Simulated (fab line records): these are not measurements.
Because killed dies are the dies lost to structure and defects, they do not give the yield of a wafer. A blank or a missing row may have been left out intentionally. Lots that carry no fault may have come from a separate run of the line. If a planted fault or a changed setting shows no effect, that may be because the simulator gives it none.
Lot-split experiment / flow n5-finfet / 21 wafers read across 7 lots, on a route 1938 steps long

== THE SPLIT ITSELF ==
At N5_BEOL_M0_ETCH_109 (etches SiCN in CH3F/O2, target depth 8 nm, overetch 2.4 nm, time 27.4 s), the setting bias-w was moved away from the recipe's 75 W on 6 of the 21 wafers read, by -9.1% to +14.0%. This setting was run at the recipe's value on the other wafers.

The reading comes from the split's own step.

== THE READING ==
rf-vpp-V, in V, at N5_BEOL_M0_ETCH_109 (etches SiCN in CH3F/O2, target depth 8 nm, overetch 2.4 nm, time 27.4 s). A value of 297.0 V with a standard deviation of 1.7 V is what fault-free wafers of this fab line usually give.

wafer=L076.2; tool, chamber at the split=rie-diel-01, 3; bias-w as run, W=85.47; against the recipe=+14.0%; rf-vpp-V, V=321.1; against lot-mates on the recipe=+23.0
wafer=L076.4; tool, chamber at the split=rie-diel-01, 2; bias-w as run, W=75; against the recipe=recipe; rf-vpp-V, V=298.1; against lot-mates on the recipe=-
wafer=L076.6; tool, chamber at the split=rie-diel-01, 1; bias-w as run, W=85.47; against the recipe=+14.0%; rf-vpp-V, V=323.6; against lot-mates on the recipe=+25.5
wafer=L078.1; tool, chamber at the split=rie-diel-03, 2; bias-w as run, W=75; against the recipe=recipe; rf-vpp-V, V=298.5; against lot-mates on the recipe=-
wafer=L078.2; tool, chamber at the split=rie-diel-03, 0; bias-w as run, W=75; against the recipe=recipe; rf-vpp-V, V=298.7; against lot-mates on the recipe=-
wafer=L078.6; tool, chamber at the split=rie-diel-03, 1; bias-w as run, W=75; against the recipe=recipe; rf-vpp-V, V=295.7; against lot-mates on the recipe=-
wafer=L082.3; tool, chamber at the split=rie-diel-05, 2; bias-w as run, W=75; against the recipe=recipe; rf-vpp-V, V=298.8; against lot-mates on the recipe=-
wafer=L082.4; tool, chamber at the split=rie-diel-05, 1; bias-w as run, W=75; against the recipe=recipe; rf-vpp-V, V=298.3; against lot-mates on the recipe=-
wafer=L082.5; tool, chamber at the split=rie-diel-05, 0; bias-w as run, W=75; against the recipe=recipe; rf-vpp-V, V=294.1; against lot-mates on the recipe=-
wafer=L083.1; tool, chamber at the split=rie-diel-03, 2; bias-w as run, W=75; against the recipe=recipe; rf-vpp-V, V=296.0; against lot-mates on the recipe=-
wafer=L083.2; tool, chamber at the split=rie-diel-03, 1; bias-w as run, W=71.22; against the recipe=-5.0%; rf-vpp-V, V=287.7; against lot-mates on the recipe=-9.4
wafer=L083.5; tool, chamber at the split=rie-diel-03, 0; bias-w as run, W=75; against the recipe=recipe; rf-vpp-V, V=298.3; against lot-mates on the recipe=-
wafer=L089.2; tool, chamber at the split=rie-diel-05, 0; bias-w as run, W=69.82; against the recipe=-6.9%; rf-vpp-V, V=281.7; against lot-mates on the recipe=-12.8
wafer=L089.3; tool, chamber at the split=rie-diel-05, 3; bias-w as run, W=75; against the recipe=recipe; rf-vpp-V, V=293.1; against lot-mates on the recipe=-
wafer=L089.4; tool, chamber at the split=rie-diel-05, 1; bias-w as run, W=75; against the recipe=recipe; rf-vpp-V, V=295.9; against lot-mates on the recipe=-
wafer=L092.1; tool, chamber at the split=rie-diel-05, 1; bias-w as run, W=75; against the recipe=recipe; rf-vpp-V, V=297.9; against lot-mates on the recipe=-
wafer=L092.2; tool, chamber at the split=rie-diel-05, 2; bias-w as run, W=75; against the recipe=recipe; rf-vpp-V, V=299.0; against lot-mates on the recipe=-
wafer=L092.4; tool, chamber at the split=rie-diel-05, 1; bias-w as run, W=75; against the recipe=recipe; rf-vpp-V, V=296.2; against lot-mates on the recipe=-
wafer=L096.1; tool, chamber at the split=rie-diel-01, 3; bias-w as run, W=68.14; against the recipe=-9.1%; rf-vpp-V, V=283.8; against lot-mates on the recipe=-15.0
wafer=L096.2; tool, chamber at the split=rie-diel-01, 0; bias-w as run, W=75; against the recipe=recipe; rf-vpp-V, V=298.8; against lot-mates on the recipe=-
wafer=L096.3; tool, chamber at the split=rie-diel-01, 1; bias-w as run, W=68.14; against the recipe=-9.1%; rf-vpp-V, V=280.3; against lot-mates on the recipe=-18.5

THE FIT
A straight line over all 21 wafers: rf-vpp-V changes by +1.8 V for each +1% of bias-w; r = +0.98; the points scatter about the line by 1.9 V.
The same after taking each lot's own level away (the mean of its wafers on the recipe; 21 wafers): +1.78 V for each +1%; r = +0.99; scatter 1.4 V.
According to that fit, moving bias-w by its largest amount changes the reading by 25 V.
The lots' own levels span 294.50 to 298.80 V, that is 2.5 times the standard deviation above.
The two slopes are in agreement: the lot-to-lot level therefore moves the slope only a little.
Check: +25.6 V against its lot-mates is what the line predicts for one of the wafers moved furthest among these (+14.0%) when that wafer is left out of the fit. It came out at +23 V against them.
Tool readings at the split's step, against how far the setting was moved: rf-vpp-V r = +0.98.

== ADDITIONAL SPLITS CARRIED BY THESE WAFERS ==
These wafers also went through other splits before the reading. Each is held against what the fit with the lots' levels taken away leaves over:
other split on the same wafers=N5_GATE_CUT_ETCH_37 bias-w; wafers away from the commonest value=7; r with rf-vpp-V (lot level and that fit taken away)=+0.16
other split on the same wafers=N5_MOL_CONTACT_COAG_ALD_27 ald-cycles; wafers away from the commonest value=5; r with rf-vpp-V (lot level and that fit taken away)=+0.07
other split on the same wafers=N5_MOL_CONTACT_COAG_EXPOSE_81 dose-mj; wafers away from the commonest value=7; r with rf-vpp-V (lot level and that fit taken away)=-0.08
other split on the same wafers=N5_MOL_CONTACT_COAG_ALD_131 ald-cycles; wafers away from the commonest value=10; r with rf-vpp-V (lot level and that fit taken away)=+0.07
other split on the same wafers=N5_BEOL_M0_SAQP_PECVD_96 time-s; wafers away from the commonest value=3; r with rf-vpp-V (lot level and that fit taken away)=-0.18
other split on the same wafers=N5_BEOL_M0_SAQP_PECVD_04 time-s; wafers away from the commonest value=11; r with rf-vpp-V (lot level and that fit taken away)=-0.02
other split on the same wafers=N5_BEOL_M0_ETCH_138 bias-w; wafers away from the commonest value=5; r with rf-vpp-V (lot level and that fit taken away)=+0.30

== FILE'S OWN FIT ==
rf-vpp-V changes by +1.79 V for each +1% of bias-w, r = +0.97.
